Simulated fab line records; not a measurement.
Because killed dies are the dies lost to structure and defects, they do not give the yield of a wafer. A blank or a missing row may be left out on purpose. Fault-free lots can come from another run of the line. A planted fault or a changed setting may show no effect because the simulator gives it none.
The same fault as seen by 2 desks + flow n5Finfet + numbers are kept per desk, each desk with only its own; the story behind them comes last

## AT THE TOOL OWNER'S DESK: pecvd-02
The tool's own readings at N5_MIM_TOP_ETCH_PECVD_03 (deposits SiNx from SiH4/NH3/N2, target thk 20 nm, time 17.6 s): means of the sampled wafers that have a number, for each lot that ran on this tool. If a lot's mean is further than 4 standard deviations from the usual mean, the lot is out of limits and carries the mark OUT (the distance appears in the brackets).
Columns: A = heaterPowerW at N5_MIM_TOP_ETCH_PECVD_03, usual 801 W; B = showerheadPlenumPTorr at N5_MIM_TOP_ETCH_PECVD_03, usual 5.15 Torr; C = throttleValvePct at N5_MIM_TOP_ETCH_PECVD_03, usual 40.4 %
| lot  | first seen here | A   | B    | C    |
|------|-----------------|-----|------|------|
| L224 | day 13 17:38    | 744 | 5.18 | 40.2 |
| L225 | day 13 18:16    | 719 | 5.15 | 40.2 |
| L230 | day 15 11:42    | 751 | 5.17 | 40.1 |
| L244 | day 18 15:05    | 746 | 5.17 | 41.7 |
Finding of this desk: none of the 4 lots has anything out of limits.

## METROLOGY DESK
What the gauges read for every lot (on any tool): the sampled wafers with a number, averaged. If a lot's mean is further than 4 standard deviations from the usual mean, the lot is out of limits and carries the mark OUT (the distance appears in the brackets). Only the readings that lie furthest out on some lot appear, 7 of the 11 it has.
Columns: A = DIBL_N at N5_BEOL_M4_RC_MEAS_101, usual 36.4 mV/V; B = IOFF_N at N5_BEOL_M4_RC_MEAS_101, usual 0.159 nA/um; C = ION_N at N5_BEOL_M4_RC_MEAS_101, usual 670 uA/um; D = ION_P at N5_BEOL_M4_RC_MEAS_101, usual 459 uA/um; E = SS_N at N5_BEOL_M4_RC_MEAS_101, usual 71.5 mV/dec; F = VT_N at N5_BEOL_M4_RC_MEAS_101, usual 250 mV; G = PASS_OPEN_OVL at N5_PASSIVATION_OVL_MEAS_66, usual -4 nm
| lot  | first seen here | A    | B     | C   | D   | E    | F   | G  |
|------|-----------------|------|-------|-----|-----|------|-----|----|
| L223 | day 8 17:43     | 35.3 | 0.141 | 662 | 455 | 71.3 | 252 | -6 |
| L224 | day 9 12:06     | 36.0 | 0.149 | 672 | 463 | 71.1 | 251 | -2 |
| L225 | day 9 17:08     | 38.0 | 0.206 | 694 | 469 | 72.2 | 246 | 3  |
| L230 | day 11 16:36    | 35.2 | 0.148 | 667 | 452 | 72.0 | 251 | -3 |
| L236 | day 11 18:23    | 35.6 | 0.128 | 656 | 453 | 71.3 | 254 | -3 |
| L238 | day 13 00:02    | 33.8 | 0.131 | 664 | 460 | 70.4 | 251 | -6 |
| L239 | day 13 05:35    | 35.7 | 0.149 | 664 | 456 | 71.9 | 254 | -2 |
| L242 | day 13 16:05    | 38.9 | 0.194 | 686 | 464 | 71.6 | 246 | -2 |
| L244 | day 14 19:29    | 35.5 | 0.157 | 666 | 463 | 71.4 | 251 | -3 |
Finding of this desk: none of the 9 lots has anything out of limits.

## ALL TOGETHER
The tool owner's desk saw nothing out of limits.
Nothing out of limits was seen by the metrology desk.

## WHAT THE SIMULATOR HAD INSERTED
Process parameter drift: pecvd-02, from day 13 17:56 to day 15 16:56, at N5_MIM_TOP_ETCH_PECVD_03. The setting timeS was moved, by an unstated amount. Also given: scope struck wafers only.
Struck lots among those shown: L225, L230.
